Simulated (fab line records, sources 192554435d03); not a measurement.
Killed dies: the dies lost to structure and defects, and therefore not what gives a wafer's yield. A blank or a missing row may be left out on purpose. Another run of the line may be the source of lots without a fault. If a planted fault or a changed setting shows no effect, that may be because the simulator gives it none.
Matching of chambers | flow n5 finfet | N5_BEOL_M8_DESCUM_33 on rie diel-02: 3 sister chambers
The step chemistry O2, time 7 s. 14 wafers are shown with their chamber, then 5 later ones without.

## EACH WAFER AND ITS CHAMBER
wafer  | chamber | drypump motor current A (A) | showerhead plenum p Torr (Torr) | throttle valve pct (%)
L080.2 | 0       | 5.7                         | 2.15                            | 20.90
L080.3 | 3       | 5.1                         | 2.15                            | 20.35
L080.6 | 1       | 4.7                         | 2.10                            | 20.68
L081.3 | 3       | 5.1                         | 2.15                            | 20.37
L081.5 | 1       | 4.6                         | 2.10                            | 20.69
L081.6 | 3       | 5.1                         | 2.15                            | 20.37
L085.1 | 3       | 5.1                         | 2.15                            | 20.36
L085.2 | 0       | 5.7                         | 2.15                            | 20.54
L085.3 | 1       | 4.7                         | 2.10                            | 20.71
L087.2 | 3       | 5.1                         | 2.15                            | 20.39
L087.4 | 1       | 4.7                         | 2.09                            | 20.71
L087.5 | 3       | 5.1                         | 2.15                            | 20.39
L088.2 | 0       | 5.7                         | 2.14                            | 20.55
L088.3 | 3       | 5.1                         | 2.15                            | 20.37

SIGNATURES (averages over the wafers above)
reading                  | chamber 0 | chamber 1 | chamber 3 | scatter within a chamber
drypump motor current A  | 5.700     | 4.675     | 5.100     | 0.0261
showerhead plenum p Torr | 2.1467    | 2.0975    | 2.1500    | 0.00359
throttle valve pct       | 20.6633   | 20.6975   | 20.3714   | 0.0884
Rule: for each reading, subtract the chamber's mean from the wafer's reading, divide by that reading's scatter and square the result; add these up over the readings and take the root, which gives the wafer's distance from the chamber. If the next closest chamber is less than 2 further off than the closest, the wafer can't be placed; otherwise it belongs to the closest. The scatter: take each reading less its chamber's mean, square it, sum over the shown wafers, divide by the number of wafers less the number of chambers, and take the root.

## WAFERS WITHOUT THEIR CHAMBER
wafer  | drypump motor current A (A) | showerhead plenum p Torr (Torr) | throttle valve pct (%)
L092.2 | 4.7                         | 2.09                            | 20.71
L092.5 | 4.7                         | 2.09                            | 20.71
L093.1 | 5.1                         | 2.15                            | 20.39
L093.3 | 4.7                         | 2.09                            | 20.72
L093.6 | 5.1                         | 2.15                            | 20.40

## CHAMBER TAKEN BY EACH
wafer  | from the rows above | in truth
L092.2 | 1                   | 1
L092.5 | 1                   | 1
L093.1 | 3                   | 3
L093.3 | 1                   | 1
L093.6 | 3                   | 3
Correctly placed: 5 of 5. Not placeable from these rows: 0. Number placed wrongly: 0.
